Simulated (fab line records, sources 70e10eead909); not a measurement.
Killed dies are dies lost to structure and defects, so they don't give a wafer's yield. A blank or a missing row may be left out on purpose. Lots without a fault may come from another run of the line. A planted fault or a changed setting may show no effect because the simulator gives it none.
Chamber matching | flow nand_harc | NHARC_A_STAIRCASE_STRIP_476 on rie_diel-04: 3 sister chambers
The step strips in O2, time 20 s. 6 wafers are shown with their chamber, then 4 later ones without.

WAFERS WITH THEIR CHAMBER
wafer  | chamber | drypump_motor_current_A (A) | showerhead_plenum_p_Torr (Torr)
L133.5 | 2       | 5.69                        | 3.57
L141.6 | 3       | 5.63                        | 3.57
L150.1 | 3       | 5.64                        | 3.55
L150.2 | 2       | 5.66                        | 3.54
L149.1 | 1       | 5.48                        | 3.67
L149.4 | 1       | 5.47                        | 3.67

WAFERS WITHOUT THEIR CHAMBER
wafer  | drypump_motor_current_A (A) | showerhead_plenum_p_Torr (Torr)
L153.2 | 5.62                        | 3.55
L153.6 | 5.45                        | 3.67
L154.1 | 5.64                        | 3.55
L154.5 | 5.44                        | 3.67

WHICH CHAMBER EACH WENT THROUGH
wafer  | from the rows above     | in truth
L153.2 | 3                       | 3
L153.6 | 1                       | 1
L154.1 | can't be placed: 3 or 2 | 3
L154.5 | 1                       | 1
Placed correctly: 3 of 4. Can't be placed from these rows: 1 (the true chamber is among the candidates in 1). Placed wrongly: 0.
How it was worked out, from the rows above alone: a wafer's distance from a chamber is the root of the sum, over the readings, of the square of ((its reading less the chamber's mean) divided by the reading's scatter). The wafer belongs to the nearest chamber; if the next one is less than 2 further off, it can't be placed. A chamber's mean is the mean of its shown wafers. The scatter: the root of (the sum of the squares of (reading less its chamber's mean) over the shown wafers, divided by (wafers less chambers)).
